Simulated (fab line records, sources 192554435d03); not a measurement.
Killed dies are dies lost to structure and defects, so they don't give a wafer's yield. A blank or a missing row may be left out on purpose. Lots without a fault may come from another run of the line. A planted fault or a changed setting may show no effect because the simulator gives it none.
Which tool did it? | flow n5_finfet | 8 lots, 24 wafers sampled, at 2 steps of a route of 1938

WHAT THE GAUGES READ, wafer by wafer
N5_BEOL_M4_RC_MEAS_101. Usual: DIBL_N 36.6 mV/V, standard deviation 2.1; DIBL_P 36.3 mV/V, standard deviation 2.2; IOFF_N 0.16 nA/um, standard deviation 0.036; IOFF_P 0.21 nA/um, standard deviation 0.038; ION_N 671 uA/um, standard deviation 12; ION_P 460 uA/um, standard deviation 7.5; SS_N 71.8 mV/dec, standard deviation 0.72; SS_P 73.3 mV/dec, standard deviation 0.72; VT_N 250 mV, standard deviation 3.2; VT_P -250 mV, standard deviation 3.5.
lot  | measured     | on        | DIBL_N (mV/V)  | DIBL_P (mV/V)  | IOFF_N (nA/um) | IOFF_P (nA/um) | ION_N (uA/um) | ION_P (uA/um) | SS_N (mV/dec)  | SS_P (mV/dec)  | VT_N (mV)   | VT_P (mV)      | flag
L179 | day 7 18:29  | prober-02 | 40.1 35.0 37.9 | 39.8 35.4 38.1 | 0.20 0.12 0.16 | 0.21 0.16 0.19 | 675 655 669   | 456 453 456   | 72.6 71.2 71.4 | 73.9 72.8 73.9 | 248 253 252 | -254 -257 -257 |
L186 | day 9 20:33  | prober-02 | 38.0 39.1 40.2 | 36.7 37.5 38.5 | 0.17 0.18 0.21 | 0.23 0.24 0.26 | 659 674 673   | 459 465 461   | 72.0 72.2 72.8 | 73.5 73.8 73.4 | 249 248 245 | -247 -248 -247 |
L193 | day 11 03:21 | prober-01 | 34.3 35.9 36.2 | 34.3 36.8 37.5 | 0.13 0.16 0.17 | 0.17 0.21 0.22 | 644 667 673   | 444 463 458   | 72.1 71.9 72.4 | 73.3 72.9 73.7 | 256 250 246 | -256 -252 -251 |
L194 | day 11 07:45 | prober-02 | 36.7 36.1 38.2 | 37.9 37.2 38.9 | 0.18 0.16 0.19 | 0.20 0.19 0.22 | 693 675 673   | 467 455 460   | 71.2 70.8 72.4 | 73.5 73.3 73.5 | 249 250 251 | -253 -253 -248 |
L195 | day 12 03:55 | prober-01 | 34.9 37.2 40.3 | 32.9 36.5 40.3 | 0.12 0.15 0.23 | 0.14 0.19 0.26 | 655 647 696   | 446 445 465   | 71.3 72.3 72.1 | 72.5 73.5 75.3 | 257 253 245 | -259 -253 -249 |
L200 | day 13 02:57 | prober-01 | 37.2 33.6 34.7 | 35.3 32.8 33.9 | 0.16 0.12 0.14 | 0.24 0.21 0.21 | 658 666 667   | 456 468 469   | 72.2 70.6 70.3 | 73.5 72.2 72.7 | 251 255 247 | -246 -249 -246 |
L201 | day 13 11:47 | prober-01 | 36.2 36.7 34.0 | 34.9 35.4 31.1 | 0.14 0.14 0.10 | 0.17 0.19 0.13 | 672 673 659   | 461 463 451   | 71.9 71.5 70.7 | 72.5 73.0 71.5 | 251 250 254 | -255 -253 -258 |
L202 | day 13 12:16 | prober-02 | 35.4 36.7 36.5 | 34.1 37.2 36.3 | 0.15 0.17 0.16 | 0.20 0.27 0.23 | 671 686 678   | 462 478 467   | 70.7 71.8 71.5 | 73.4 73.5 74.0 | 250 247 249 | -248 -245 -246 |

N5_BEOL_M8_CD_MEAS_28: target cd 40 nm. Usual: cd_nm 39.97 nm, standard deviation 0.24.
lot  | measured     | on        | cd_nm (nm)        | flag
L179 | day 9 07:20  | cd_sem-01 | 40.11 39.99 40.58 |
L186 | day 11 03:50 | cd_sem-02 | 40.12 40.26 40.03 |
L193 | day 12 17:50 | cd_sem-01 | 39.71 39.57 39.62 |
L194 | day 12 17:55 | cd_sem-02 | 39.79 39.85 40.47 |
L195 | day 13 10:41 | cd_sem-03 | 39.86 40.08 39.93 |
L200 | day 14 14:55 | cd_sem-01 | 40.07 39.85 39.94 |
L201 | day 15 01:26 | cd_sem-01 | 39.94 40.14 40.00 |
L202 | day 14 21:52 | cd_sem-02 | 40.00 40.03 40.03 |

WHICH TOOL RAN EACH LOT (tool, then ch and the chambers of the sampled wafers, then the start)
The record holds no process step before these readings.

WHAT THE TOOLS THEMSELVES READ (means of the sampled wafers that have a number; where no wafer has one, the mark that the record gives instead)
The record holds no such reading with a usual standard deviation.

THE ANSWER, worked out from the rows above alone
Rule: a lot is off if the mean of its wafers that have a number lies more than 3 standard deviations from the usual mean. A lot without any number at a reading at which 4 lots or more have one is off too. The other lots that the step has rows for count as sound. The gauges are gone through in route order, then the tools' own readings, and for those a lot's mean is taken as printed above. The first step at which some lot is off is used, and at that step the reading that is off furthest; a lot without a number counts as furthest.
No lot is off at any reading shown: from this, nothing can be told.

WHAT THE SIMULATOR HAD PUT IN
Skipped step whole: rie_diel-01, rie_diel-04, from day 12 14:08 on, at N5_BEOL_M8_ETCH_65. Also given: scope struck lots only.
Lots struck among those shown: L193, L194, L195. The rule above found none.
